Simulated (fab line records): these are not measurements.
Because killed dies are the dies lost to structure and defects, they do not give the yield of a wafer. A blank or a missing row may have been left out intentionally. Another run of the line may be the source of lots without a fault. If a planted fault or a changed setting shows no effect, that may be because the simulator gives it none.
Lot-split experiment ; flow n5_finfet ; 7 lots, 21 wafers read, on a route of 1938 steps

## ABOUT THE SPLIT
At N5_PASSIVATION_AL_DEP_21 (deposits Al, target thk 2800 nm, time 170 s), the setting time_s was moved away from the recipe's 170 s on 8 of the 21 wafers read, by -13.2% to +7.0%. This setting was run at the recipe's value on the other wafers.

The reading is taken at the split's own step.

## THE READING
Al_of_PASSIVATION_AL_DEP_21.thk_nm (the simulator's own value, which no gauge read), in nm, at N5_PASSIVATION_AL_DEP_21 (deposits Al, target thk 2800 nm, time 170 s). There is no usual value for it anywhere in the file. Across the 13 wafers here that went through the recipe, the average is 2791 nm and the standard deviation 30 nm.

wafer;tool, chamber at the split;time_s as run, s;against the recipe;Al_of_PASSIVATION_AL_DEP_21.thk_nm, nm;against lot-mates on the recipe
L079.3;pvd_sputter-02, -;170;recipe;2756;-
L079.4;pvd_sputter-02, -;158.1;-7.0%;2590;-172
L079.6;pvd_sputter-02, -;170;recipe;2769;-
L081.1;pvd_sputter-01, -;170;recipe;2823;-
L081.2;pvd_sputter-01, -;170;recipe;2825;-
L081.4;pvd_sputter-01, -;151.7;-10.8%;2530;-294
L088.1;pvd_sputter-01, -;170;recipe;2809;-
L088.3;pvd_sputter-01, -;147.5;-13.2%;2370;-439
L088.4;pvd_sputter-01, -;147.5;-13.2%;2429;-380
L091.2;pvd_sputter-01, -;159.5;-6.2%;2597;-172
L091.3;pvd_sputter-01, -;159.5;-6.2%;2671;-98
L091.5;pvd_sputter-01, -;170;recipe;2769;-
L094.3;pvd_sputter-01, -;181.9;+7.0%;2982;+164
L094.4;pvd_sputter-01, -;181.9;+7.0%;2991;+173
L094.6;pvd_sputter-01, -;170;recipe;2818;-
L096.3;pvd_sputter-02, -;170;recipe;2779;-
L096.4;pvd_sputter-02, -;170;recipe;2843;-
L096.6;pvd_sputter-02, -;170;recipe;2789;-
L095.2;pvd_sputter-03, -;170;recipe;2772;-
L095.3;pvd_sputter-03, -;170;recipe;2787;-
L095.6;pvd_sputter-03, -;170;recipe;2738;-

THE FIT
A straight line over all 21 wafers: Al_of_PASSIVATION_AL_DEP_21.thk_nm changes by +28 nm for each +1% of time_s; r = +0.98; the points scatter about the line by 32 nm.
The same after taking each lot's own level away (the mean of its wafers on the recipe; 21 wafers): +27.8 nm for each +1%; r = +0.98; scatter 29 nm.
The reading moves by 3.7e+02 nm for the largest change in time_s, on that fit.
The span of the lots' own levels, 2762.5 to 2824.0 nm, comes to 2.1 times the standard deviation stated above.
The two slopes are in agreement: the lot-to-lot level therefore moves the slope only a little.
Check: -346 nm against its lot-mates is what the line predicts for one of the wafers moved furthest among these (-13.2%) when that wafer is left out of the fit. Against them it came out at -439 nm.

## FURTHER SPLITS ON THESE WAFERS
Note: prior to the reading, these wafers also went through further splits. Each is held against what the fit with the lots' levels taken away leaves over:
other split on the same wafers;wafers away from the commonest value;r with Al_of_PASSIVATION_AL_DEP_21.thk_nm (lot level and that fit taken away)
N5_BEOL_M13_ILD_DEP_00 time_s;8;-0.10
N5_BEOL_M14_PEB_08 peb_temp_c;9;+0.40
N5_BEOL_M14_SPUTTER_43 power_w;9;-0.08
N5_BEOL_M14_SPUTTER_44 time_s;7;+0.25
N5_MIM_BOT_SPUTTER_00 time_s;11;+0.11
N5_PASSIVATION_ETCH_15 bias_w;8;+0.21

## THE FILE'S OWN FIT
Al_of_PASSIVATION_AL_DEP_21.thk_nm changes by +27.6 nm for each +1% of time_s, r = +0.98.
